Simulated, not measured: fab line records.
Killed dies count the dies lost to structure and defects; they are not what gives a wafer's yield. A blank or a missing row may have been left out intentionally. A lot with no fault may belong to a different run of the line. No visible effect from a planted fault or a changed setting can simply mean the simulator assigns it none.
Split-lot trial -- flow n5Finfet -- 7 lots, 21 wafers read, on a route of 1938 steps

== ABOUT THE SPLIT ==
At N5_BEOL_M1_COAT_61 (time 60 s, resist thk 60 nm), the setting spinRpm was moved away from the recipe's 1500 rpm on 8 of the 21 wafers read, by -8.0% to +11.1%. All remaining wafers had this setting at the recipe value.

The reading is taken at the split's own step.

== THE READING ==
SOC_of_BEOL_M1_COAT_61.thkNm (the simulator's own value, which no gauge read), in nm, at N5_BEOL_M1_COAT_61 (time 60 s, resist thk 60 nm). The file gives no usual value for it. Here, 13 wafers ran the recipe; their average is 60.1 nm with a standard deviation of 0.26 nm.

wafer,"tool, chamber at the split","spinRpm as run, rpm",against the recipe,"SOC_of_BEOL_M1_COAT_61.thkNm, nm",against lot-mates on the recipe
L074.2,"lithoTrack-05, 0",1500,recipe,60.2,-
L074.3,"lithoTrack-05, 0",1666,+11.1%,57.2,-3.1
L074.6,"lithoTrack-05, 0",1500,recipe,60.4,-
L076.1,"lithoTrack-01, 0",1398,-6.8%,62,+2.2
L076.5,"lithoTrack-01, 0",1398,-6.8%,62,+2.2
L076.2,"lithoTrack-01, 0",1500,recipe,59.8,-
L083.2,"lithoTrack-05, 0",1500,recipe,60,-
L083.5,"lithoTrack-05, 0",1500,recipe,60,-
L083.3,"lithoTrack-05, 0",1500,recipe,60.4,-
L084.1,"lithoTrack-03, 0",1500,recipe,59.6,-
L084.3,"lithoTrack-03, 0",1500,recipe,59.6,-
L084.6,"lithoTrack-03, 0",1500,recipe,60,-
L092.1,"lithoTrack-01, 0",1500,recipe,60.4,-
L092.4,"lithoTrack-01, 0",1414,-5.7%,62,+1.7
L092.6,"lithoTrack-01, 0",1500,recipe,60.2,-
L094.1,"lithoTrack-03, 0",1380,-8.0%,62.6,+2.6
L094.3,"lithoTrack-03, 0",1500,recipe,60,-
L094.5,"lithoTrack-03, 0",1380,-8.0%,62.4,+2.4
L095.1,"lithoTrack-01, 0",1500,recipe,60.2,-
L095.2,"lithoTrack-01, 0",1667,+11.1%,57.2,-3.0
L095.4,"lithoTrack-01, 0",1667,+11.1%,57,-3.2

FIT RESULTS
A straight line over all 21 wafers: SOC_of_BEOL_M1_COAT_61.thkNm changes by -0.279 nm for each +1% of spinRpm; r = -0.99; the points scatter about the line by 0.25 nm.
The same after taking each lot's own level away (the mean of its wafers on the recipe; 21 wafers): -0.293 nm for each +1%; r = -1.00; scatter 0.15 nm.
The reading moves by 3.3 nm for the largest change in spinRpm, on that fit.
The span of the lots' own levels, 59.73 to 60.30 nm, comes to 2.1 times the standard deviation stated above.
So the lot-to-lot level changes the slope little: the two slopes agree.
Check: -3.28 nm against its lot-mates is what the line predicts for one of the wafers moved furthest among these (+11.1%) when that wafer is left out of the fit. It came out at -3 nm against them.

== OTHER SPLITS ON THESE WAFERS ==
Before the reading, these wafers also passed through other splits. Each is held against what the fit with the lots' levels taken away leaves over:
other split on the same wafers,wafers away from the commonest value,r with SOC_of_BEOL_M1_COAT_61.thkNm (lot level and that fit taken away)
N5_GATE_CUT_ETCH_56 icpW,8,-0.03
N5_GATE_CUT_ALD_22 aldCycles,7,+0.13
N5_MOL_CONTACT_COAG_COAT_58 spinRpm,6,+0.11
N5_MOL_CONTACT_COAG_COAT_78 spinRpm,8,+0.23
N5_BEOL_M0_SAQP_SPACER1_ALD_98 tempC,4,-0.43
N5_BEOL_M0_SAQP_ETCH_106 targetDepthA,8,-0.03

== THE FILE'S OWN FIT ==
SOC_of_BEOL_M1_COAT_61.thkNm changes by -0.291 nm for each +1% of spinRpm, r = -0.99.
